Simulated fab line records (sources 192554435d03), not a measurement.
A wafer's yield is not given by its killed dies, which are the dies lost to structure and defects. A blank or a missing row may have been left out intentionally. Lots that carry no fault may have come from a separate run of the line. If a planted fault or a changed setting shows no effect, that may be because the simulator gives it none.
Split-lot experiment | flow n5-finfet | 21 wafers read across 7 lots, on a route 1938 steps long

## THE SPLIT ITSELF
At N5_BEOL_M15_CMP_49 (polishes, stops on SiO2, t overpolish 4.9 s, target thk 850 nm), the setting down-force-psi was moved away from the recipe's 2 psi on 6 of the 21 wafers read, by -20.6% to +20.8%. This setting was run at the recipe's value on the other wafers.

Reading taken at the split's own step.

## THE READING
barrier-field-endpoint-s, in s, at N5_BEOL_M15_CMP_49 (polishes, stops on SiO2, t overpolish 4.9 s, target thk 850 nm). Typical for fault-free wafers on this fab line: 11.4 s, with standard deviation 0.32 s.

wafer  | tool, chamber at the split | down-force-psi as run, psi | against the recipe | barrier-field-endpoint-s, s | against lot-mates on the recipe
L074.3 | cmp-03, 0                  | 2                          | recipe             | 11.2                        | -
L074.2 | cmp-03, 1                  | 2                          | recipe             | 11.1                        | -
L074.6 | cmp-03, 2                  | 2                          | recipe             | 11.5                        | -
L076.1 | cmp-01, 0                  | 2                          | recipe             | 11.2                        | -
L076.4 | cmp-01, 1                  | 1.588                      | -20.6%             | 14.9                        | +3.7
L076.5 | cmp-01, 1                  | 1.588                      | -20.6%             | 14.8                        | +3.6
L079.3 | cmp-01, 2                  | 2                          | recipe             | 11.1                        | -
L079.4 | cmp-01, 3                  | 2.205                      | +10.3%             | 10.1                        | -1.0
L079.5 | cmp-01, 0                  | 2                          | recipe             | 11.1                        | -
L087.4 | cmp-03, 1                  | 2                          | recipe             | 11.4                        | -
L087.3 | cmp-03, 2                  | 2                          | recipe             | 11.9                        | -
L087.6 | cmp-03, 0                  | 2.155                      | +7.7%              | 10.1                        | -1.6
L094.4 | cmp-01, 1                  | 2                          | recipe             | 11.7                        | -
L094.6 | cmp-01, 1                  | 2.157                      | +7.9%              | 10.9                        | -0.7
L094.5 | cmp-01, 2                  | 2                          | recipe             | 11.5                        | -
L092.4 | cmp-01, 1                  | 2                          | recipe             | 11.7                        | -
L092.5 | cmp-01, 1                  | 2                          | recipe             | 11.5                        | -
L092.6 | cmp-01, 2                  | 2                          | recipe             | 11.7                        | -
L097.3 | cmp-03, 3                  | 2                          | recipe             | 11.5                        | -
L097.6 | cmp-03, 0                  | 2                          | recipe             | 11.2                        | -
L097.5 | cmp-03, 1                  | 2.416                      | +20.8%             | 9.8                         | -1.5

FIT RESULTS
A straight line over all 21 wafers: barrier-field-endpoint-s changes by -0.135 s for each +1% of down-force-psi; r = -0.95; the points scatter about the line by 0.41 s.
The same after taking each lot's own level away (the mean of its wafers on the recipe; 21 wafers): -0.14 s for each +1%; r = -0.95; scatter 0.42 s.
The reading moves by 2.9 s for the largest change in down-force-psi, on that fit.
Measured against the standard deviation above, the lots' own levels, which go from 11.10 to 11.65 s, span 1.7 times it.
Consequently the slope shifts little with the lot-to-lot level, the two slopes agreeing.
Check: -3.35 s against its lot-mates is what the line predicts for one of the wafers moved furthest among these (+20.8%) when that wafer is left out of the fit. It came out at -1.55 s against them.
Tool readings at the split's step, against how far the setting was moved: barrier-field-endpoint-s r = -0.95.

## THESE WAFERS: OTHER SPLITS
These wafers also went through other splits before the reading. Each is held against what the fit with the lots' levels taken away leaves over:
other split on the same wafers | wafers away from the commonest value | r with barrier-field-endpoint-s (lot level and that fit taken away)
N5_BEOL_M13_ILD_DEP_00 time-s  | 6                                    | -0.23
N5_BEOL_M13_DEP_53 time-s      | 5                                    | -0.09
N5_BEOL_M14_EXPOSE_07 dose-mj  | 8                                    | -0.20

## THE FILE'S OWN FIT
barrier-field-endpoint-s changes by -0.126 s for each +1% of down-force-psi, r = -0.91.
